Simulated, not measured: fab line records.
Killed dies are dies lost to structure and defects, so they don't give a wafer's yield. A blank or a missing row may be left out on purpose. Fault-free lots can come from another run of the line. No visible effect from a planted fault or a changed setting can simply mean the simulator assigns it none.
Which tool is to blame? -- flow nandHarc -- Sampling: 11 lots, 33 wafers, 7 of 1302 route steps

## WHAT EACH GAUGE READ, for each wafer
NHARC_P_M0_THK_MEAS_24: measures by xrf. Usual: 117.6 nm for thkNm, sd 1.5.
lot,measured,on,thkNm (nm),flag
L366,day 6 14:55,filmMetro-02,117.9 116.5 116.9,
L367,day 7 01:44,filmMetro-02,118.8 117.1 117.3,
L368,day 7 09:58,filmMetro-02,118.3 115.2 117.7,
L376,day 10 18:33,filmMetro-01,118.6 119.0 118.2,
L381,day 12 22:50,filmMetro-01,29.9 28.7 29.9,OFF
L382,day 13 10:13,filmMetro-02,31.2 30.7 28.5,OFF
L383,day 13 15:07,filmMetro-01,115.4 117.9 119.3,
L384,day 14 01:44,filmMetro-02,118.5 117.7 118.4,
L386,day 14 20:19,filmMetro-02,116.9 116.6 114.9,
L385,day 15 00:08,filmMetro-01,119.0 119.2 120.0,
L388,day 16 03:02,filmMetro-02,116.2 118.1 117.6,

NHARC_P_M0_INSPECT_27. Usual: 313 for rawDefectCount, sd 120.
lot,measured,on,rawDefectCount,flag
L366,day 6 15:04,defectInspect-01,241 184 270,
L367,day 7 01:53,defectInspect-02,264 299 239,
L368,day 7 10:07,defectInspect-02,522 275 518,
L376,day 10 18:43,defectInspect-01,400 256 195,
L381,day 12 22:59,defectInspect-01,334 401 287,
L382,day 13 10:22,defectInspect-01,315 596 215,
L383,day 13 15:16,defectInspect-02,253 349 301,
L384,day 14 01:53,defectInspect-01,332 430 368,
L386,day 14 20:28,defectInspect-01,633 231 310,
L385,day 15 00:17,defectInspect-02,244 354 433,
L388,day 16 03:12,defectInspect-01,451 297 242,

NHARC_END_SORT_01. Usual: defectLimitedYield 91.5 %, standard deviation 2.4; killedAtArray 52, standard deviation 17; killedAtOther 0.9, standard deviation 1.2; killedAtPeriphery 3.9, standard deviation 2.7; killedDies 57, standard deviation 16; killedOpen 3.3, standard deviation 1.9; killedShort 2.5, standard deviation 1.5; sort_bin_2_pct 3.0 %, standard deviation 1.2; sort_bin_3_pct 0.6 %, standard deviation 0.34; sort_bin_4_pct 4.8 %, standard deviation 1.3; sortNPass 620, standard deviation 16; sortRimYieldPct 89 %, standard deviation 4.3; sortYieldPct 91.5 %, standard deviation 2.4.
lot,measured,on,defectLimitedYield (%),killedAtArray,killedAtOther,killedAtPeriphery,killedDies,killedOpen,killedShort,sort_bin_2_pct (%),sort_bin_3_pct (%),sort_bin_4_pct (%),sortNPass,sortRimYieldPct (%),sortYieldPct (%),flag
L376,day 28 22:32,prober-01,92.0,51,0,3,54,4,4,3.2,0.6,4.1,623,87,92.0,
L381,day 31 00:43,prober-01,0 0 0,42 54 39,2 1 0,633 622 638,677 677 677,3 6 3,5 2 0,94.8 94.7 95.7,0.6 0.6 0.1,4.6 4.7 4.1,0 0 0,0 0 0,0 0 0,OFF
L382,day 31 22:09,prober-02,0 0 0,52 75 61,0 1 1,625 601 615,677 677 677,3 2 6,0 1 1,94.1 91.7 93.4,0.4 0.6 0.9,5.5 7.7 5.8,0 0 0,0 0 0,0 0 0,OFF

## TOOL THAT RAN EACH LOT (tool first, then ch and the chambers of the sampled wafers, then the start)
lot,NHARC_P_M0_ETCH_15,NHARC_P_M0_PVD_20,NHARC_P_M0_ECD_22,NHARC_P_M0_CMP_23
L366,"rieDiel-02 ch 1,2, day 6 13:30 or earlier","pvdSputter-01, day 6 13:30","ecdCu-02 ch 0,1, day 6 13:55","cmp-01 ch 0,2, day 6 14:35"
L367,"rieDiel-02 ch 0,1,3, day 7 00:43 or earlier","pvdSputter-03, day 7 00:43 or earlier","ecdCu-01 ch 0,1, day 7 00:43","cmp-02 ch 1,2,3, day 7 01:25"
L368,"rieDiel-02 ch 1,3, day 7 08:56 or earlier","pvdSputter-01, day 7 08:56 or earlier","ecdCu-02 ch 1, day 7 08:56","cmp-03 ch 0,1,2, day 7 09:41"
L376,"rieDiel-02 ch 0,1,3, day 10 17:34 or earlier","pvdSputter-03, day 10 17:34 or earlier","ecdCu-01 ch 0,1, day 10 17:34","cmp-03 ch 2,3, day 10 18:14"
L381,"rieDiel-11 ch 1,3, day 12 21:48 or earlier","pvdSputter-01, day 12 21:48 or earlier","ecdCu-01 ch 0,1, day 12 21:48","cmp-02 ch 1,3, day 12 22:31"
L382,"rieDiel-04 ch 0,1, day 13 09:11 or earlier","pvdSputter-03, day 13 09:11 or earlier","ecdCu-01 ch 0,1, day 13 09:11","cmp-03 ch 1,3, day 13 09:54"
L383,"rieDiel-02 ch 0,1,3, day 13 13:56 or earlier","pvdSputter-01, day 13 13:56 or earlier","ecdCu-01 ch 0,1, day 13 13:56","cmp-03 ch 0,1,3, day 13 14:51"
L384,"rieDiel-02 ch 1,2,3, day 14 00:45 or earlier","pvdSputter-02, day 14 00:45 or earlier","ecdCu-01 ch 0,1, day 14 00:45","cmp-03 ch 1,2,3, day 14 01:25"
L386,"rieDiel-02 ch 0,2, day 14 19:16 or earlier","pvdSputter-03, day 14 19:16 or earlier","ecdCu-01 ch 0,1, day 14 19:16","cmp-01 ch 0,1,2, day 14 20:02"
L385,"rieDiel-02 ch 1,2, day 14 23:02 or earlier","pvdSputter-03, day 14 23:02 or earlier","ecdCu-02 ch 0,1, day 14 23:02","cmp-01 ch 0,1,2, day 14 23:49"
L388,"rieDiel-02 ch 0,2,3, day 16 02:01 or earlier","pvdSputter-02, day 16 02:01 or earlier","ecdCu-01 ch 0,1, day 16 02:01","cmp-02 ch 0,2,3, day 16 02:47"
- NHARC_P_M0_ETCH_15: etches the open film in C4F8/Ar, target depth 150 nm, overetch 15 nm, time 82.5 s.
- NHARC_P_M0_PVD_20: deposits TaN, target thk 5 nm, time 8.06 s.
- NHARC_P_M0_ECD_22: material Cu, target thk 400 nm.
- NHARC_P_M0_CMP_23: polishes, t overpolish 20 s, target thk 117.54 nm.

## WHAT THE TOOLS THEMSELVES READ (means of the sampled wafers that have a number; where no wafer has one, the mark that the record gives instead)
NHARC_P_M0_ETCH_15. Usual: oesProductAu 0.956 a.u., standard deviation 0.02; rfVppV 442 V, standard deviation 3.
lot,tool,oesProductAu (a.u.),rfVppV (V),flag
L366,rieDiel-02,0.976,438,
L367,rieDiel-02,0.972,443,
L368,rieDiel-02,0.967,443,
L376,rieDiel-02,0.971,443,
L381,rieDiel-11,0.945,442,
L382,rieDiel-04,0.914,441,
L383,rieDiel-02,0.924,443,
L384,rieDiel-02,0.972,441,
L386,rieDiel-02,0.936,440,
L385,rieDiel-02,0.971,441,
L388,rieDiel-02,0.946,441,

NHARC_P_M0_PVD_20. Usual: biasV 168.4 V, standard deviation 1.7; throttleValvePct 29.8 %, standard deviation 1.1.
lot,tool,biasV (V),throttleValvePct (%),flag
L366,pvdSputter-01,168.2,29.1,
L367,pvdSputter-03,168.1,29.3,
L368,pvdSputter-01,168.9,28.9,
L376,pvdSputter-03,168.6,29.7,
L381,pvdSputter-01,167.3,29.5,
L382,pvdSputter-03,168.7,30.8,
L383,pvdSputter-01,168.3,29.0,
L384,pvdSputter-02,168.1,30.3,
L386,pvdSputter-03,169.2,30.6,
L385,pvdSputter-03,167.3,30.4,
L388,pvdSputter-02,168.5,30.8,

NHARC_P_M0_ECD_22. Usual: bathHeatDutyPct 6.5 %, standard deviation 0.93; bathTempC 25.01 C, standard deviation 0.11.
lot,tool,bathHeatDutyPct (%),bathTempC (C),flag
L366,ecdCu-02,6.2,25.01,
L367,ecdCu-01,6.4,24.94,
L368,ecdCu-02,8.0,25.06,
L376,ecdCu-01,6.2,25.08,
L381,ecdCu-01,-,-,OFF
L382,ecdCu-01,-,-,OFF
L383,ecdCu-01,6.6,24.90,
L384,ecdCu-01,6.5,25.03,
L386,ecdCu-01,6.4,25.01,
L385,ecdCu-02,7.0,24.98,
L388,ecdCu-01,6.4,25.04,

NHARC_P_M0_CMP_23. Usual: motorCurrentA 12.0 A, standard deviation 0.95; retainingRingPressureFrac 1.000, standard deviation 0.005; slurryFlowMlMin 150.0, standard deviation 0.43; timeToEndpointS 28.4 s, standard deviation 2.7.
lot,tool,motorCurrentA (A),retainingRingPressureFrac,slurryFlowMlMin,timeToEndpointS (s),flag
L366,cmp-01,11.7,1.002,150.1,28.2,
L367,cmp-02,12.6,0.999,150.7,28.3,
L368,cmp-03,11.8,0.996,149.8,25.4,
L376,cmp-03,12.3,1.001,150.1,29.3,
L381,cmp-02,13.2,1.005,150.3,0.4,OFF
L382,cmp-03,11.0,0.997,150.3,2.1,OFF
L383,cmp-03,11.6,1.007,149.9,30.9,
L384,cmp-03,12.2,1.000,150.4,27.9,
L386,cmp-01,12.0,1.000,149.2,28.5,
L385,cmp-01,12.4,1.003,150.3,24.6,
L388,cmp-02,12.8,1.000,149.7,28.0,

## THE ANSWER, worked out from the rows above alone
Rule: a lot is off if the mean of its wafers that have a number lies more than 3 standard deviations from the usual mean. Also off: a lot with no number at a reading for which 4 or more lots have one. The other lots that the step has rows for count as sound. Order of review: gauges by route order, followed by the tools' own readings, for which a lot's mean as printed above is used. At the first step where some lot is off, the reading lying furthest off is the one used; lots without a number count as furthest.
Off, at NHARC_P_M0_THK_MEAS_24 on thkNm: L381, L382.
If a tool, at a process step before that reading, ran all the lots that are off and no sound lot after the first of them, it fits. Not tried: the gauges at NHARC_P_M0_THK_MEAS_24; whatever is off there is also off at NHARC_END_SORT_01, on other tools, and gauge error can't account for it. With no start given for some of its lots, NHARC_P_M0_ETCH_15 uses the hours and lot order of NHARC_P_M0_ECD_22. With no start given for some of its lots, NHARC_P_M0_PVD_20 uses the hours and lot order of NHARC_P_M0_ECD_22. None of those tried fits.

## WHAT THE SIMULATOR HAD INSERTED
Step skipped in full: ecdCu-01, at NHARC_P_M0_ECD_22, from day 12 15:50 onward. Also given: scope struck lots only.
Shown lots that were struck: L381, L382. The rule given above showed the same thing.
